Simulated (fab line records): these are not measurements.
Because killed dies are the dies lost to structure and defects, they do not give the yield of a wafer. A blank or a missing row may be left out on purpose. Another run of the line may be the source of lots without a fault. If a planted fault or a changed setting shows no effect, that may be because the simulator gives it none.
Split-lot trial -- flow n5Finfet -- 21 wafers read across 7 lots, on a route 1938 steps long

## ON THE SPLIT
At N5_BEOL_M8_ETCH_62 (etches SOC in N2/H2, target depth 110 nm, overetch 22 nm, time 165 s), the setting biasW was moved away from the recipe's 150 W on 3 of the 21 wafers read, by +6.1% to +15.3%. All remaining wafers had this setting at the recipe value.

The split's own step is where the reading is taken.

## THE READING
rfVppV, in V, at N5_BEOL_M8_ETCH_62 (etches SOC in N2/H2, target depth 110 nm, overetch 22 nm, time 165 s). A value of 522.5 V with a standard deviation of 1.9 V is what fault-free wafers of this fab line usually give.

wafer,"tool, chamber at the split","biasW as run, W",against the recipe,"rfVppV, V",against lot-mates on the recipe
L077.2,"rieDiel-04, 3",150,recipe,521.2,-
L077.4,"rieDiel-04, 2",150,recipe,522.7,-
L077.5,"rieDiel-04, 3",150,recipe,521.6,-
L076.1,"rieDiel-02, 1",150,recipe,520.8,-
L076.2,"rieDiel-02, 0",150,recipe,525.5,-
L076.6,"rieDiel-02, 0",150,recipe,527.5,-
L081.4,"rieDiel-06, 3",172.9,+15.3%,570.2,+47.7
L081.5,"rieDiel-06, 0",150,recipe,523.3,-
L081.6,"rieDiel-06, 3",150,recipe,521.8,-
L080.2,"rieDiel-06, 1",150,recipe,521.4,-
L080.5,"rieDiel-06, 0",150,recipe,522.7,-
L080.6,"rieDiel-06, 1",150,recipe,521.3,-
L084.1,"rieDiel-06, 1",150,recipe,520.7,-
L084.4,"rieDiel-06, 0",168.3,+12.2%,562.3,+40.3
L084.5,"rieDiel-06, 0",150,recipe,523.3,-
L085.2,"rieDiel-04, 1",159.2,+6.1%,542.1,+19.6
L085.3,"rieDiel-04, 2",150,recipe,523.5,-
L085.5,"rieDiel-04, 1",150,recipe,521.6,-
L095.1,"rieDiel-06, 1",150,recipe,520.5,-
L095.2,"rieDiel-06, 2",150,recipe,523.2,-
L095.5,"rieDiel-06, 0",150,recipe,524.1,-

THE FIT
A straight line over all 21 wafers: rfVppV changes by +3.17 V for each +1% of biasW; r = +0.99; the points scatter about the line by 1.7 V.
The same after taking each lot's own level away (the mean of its wafers on the recipe; 21 wafers): +3.19 V for each +1%; r = +0.99; scatter 1.5 V.
Per that fit: largest biasW move, reading shift of 49 V.
Across the lots, their own levels run from 521.80 to 524.60 V, a range of 1.5 times the standard deviation given above.
So the lot-to-lot level changes the slope little: the two slopes agree.
Check: with one of the wafers moved furthest among these (+15.3%) left out of the fit, the line predicts +50.1 V for it against its lot-mates. Against them it came out at +47.7 V.
Tool readings at the split's step, against how far the setting was moved: rfVppV r = +0.99.

## OTHER SPLITS ON THESE WAFERS
Other splits were also applied to these wafers ahead of the reading. Each is held against what the fit with the lots' levels taken away leaves over:
other split on the same wafers,wafers away from the commonest value,r with rfVppV (lot level and that fit taken away)
N5_BEOL_M8_ILD_DEP_00 timeS,7,+0.04
N5_BEOL_M8_PECVD_70 timeS,7,-0.27
N5_BEOL_M8_EXPOSE_08 doseMj,9,+0.26

## FILE'S OWN FIT
rfVppV changes by +3.19 V for each +1% of biasW, r = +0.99.
